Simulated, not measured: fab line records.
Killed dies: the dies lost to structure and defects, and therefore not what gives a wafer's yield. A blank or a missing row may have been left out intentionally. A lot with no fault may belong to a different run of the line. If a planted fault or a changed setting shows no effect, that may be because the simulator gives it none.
8D (eight disciplines) problem report, filled in by code ; flow nand_harc ; the parts of the form that need people (team, actions taken, sign-off) are left out

1. WHAT IS WRONG
Mean of killed_at_periphery at NHARC_END_SORT_01: 651.5 across 4 wafers in 2 lots; on wafers with no fault it is 3.6 (standard deviation 2.3). That is +99 or more standard deviations from the usual mean.
First observed at day 24 18:23: wafer L533.2, on prober-02. Wafers with a number at this step in the record: 15, from 6 lots. By rule, "out" or "out of limits" means more than 4 standard deviations away from the usual mean. The rest of the wafers with a number are treated as sound.

2. WHAT IT IS AND WHAT IT IS NOT
question;is;is not
which readings at this step;killed_at_periphery, defect_limited_yield, killed_dies, sort_bin_2_pct, sort_n_pass, sort_rim_yield_pct, sort_yield_pct;killed_at_array, killed_at_other, killed_open, killed_short, sort_bin_3_pct, sort_bin_4_pct
which lots;L533, L534;L514, L519, L523, L529
which wafers of those lots;all that have a number;-
read on which gauges;prober-02;prober-01
when;from day 24 18:23;up to then (11 sound wafers)

3. SUSPECTS, AND WHAT RULES EACH OUT
Counting: a tool at any process step up to the reading remains a suspect when it ran all the lots that are out and ran no sound lot after the first of those.
- the gauge at NHARC_END_SORT_01: kept. All the wafers that are out were read on prober-02, and no step on other tools shows them out.
- ald_metal-01 at NHARC_P_CONTACT_ALD_22 (deposits TiN, target thk 3 nm, pulse time 1 s, ald cycles 150): kept. It ran every lot that is out, first L533 (day 10 16:49), and no sound lot after that.
- pecvd-02 at NHARC_P_M0_DEP_00 (deposits SiOC, target thk 150 nm): kept. It ran every lot that is out, first L533 (day 10 23:23), and no sound lot after that; its last sound lot up to then is L529 (day 9 18:20).
- rtp_anneal-01 at NHARC_P_M0_ANNEAL_30 (time 90 s): kept. It ran every lot that is out, first L533 (day 11 01:59), and no sound lot after that; its last sound lot up to then is L529 (day 9 21:08).
Left after counting: ald_metal-01 at NHARC_P_CONTACT_ALD_22, pecvd-02 at NHARC_P_M0_DEP_00, rtp_anneal-01 at NHARC_P_M0_ANNEAL_30, prober-02 at NHARC_END_SORT_01.

4. THE CAUSE (what the simulator had put in)
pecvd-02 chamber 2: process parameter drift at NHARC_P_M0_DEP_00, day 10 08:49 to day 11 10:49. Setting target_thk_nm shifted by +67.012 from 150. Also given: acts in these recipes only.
Of the 4 suspects that counting leaves, this tool is one.

5. THE CHAIN OF EFFECTS, in route order
One row per reading whose mean, taken over the struck wafers that have a number, lies over 3 standard deviations from the usual. Only readings whose record carries a usual standard deviation are examined. hours: median over the lots of the time between each lot's start at the first step of this table that gives one and its start at this step. sigmas: the change, counted in usual standard deviations.
hours;step;reading;usual;on struck wafers;change;sigmas
0;NHARC_END_SORT_01;defect_limited_yield;95.8 %;0.0;-95.8;-74
0;NHARC_END_SORT_01;killed_at_periphery;3.6;651.5;+647.9;+99 or more
0;NHARC_END_SORT_01;killed_dies;28;677;+649;+73
0;NHARC_END_SORT_01;sort_bin_2_pct;1.3 %;96.7;+95.4;+99 or more
0;NHARC_END_SORT_01;sort_n_pass;649;0;-649;-73
0;NHARC_END_SORT_01;sort_rim_yield_pct;95 %;0;-95;-31
0;NHARC_END_SORT_01;sort_yield_pct;95.8 %;0.0;-95.8;-74

6. HOW IT WOULD HAVE BEEN CAUGHT EARLIER
346 hours passed between the start of the fault at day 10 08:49 and the first reading out of limits at a measuring or inspecting step in this record, taken at day 24 18:23.
By day 24 18:23, every lot that is out (2) had started NHARC_P_M0_DEP_00 on pecvd-02. None of them would have been spared by holding the tool at that moment.
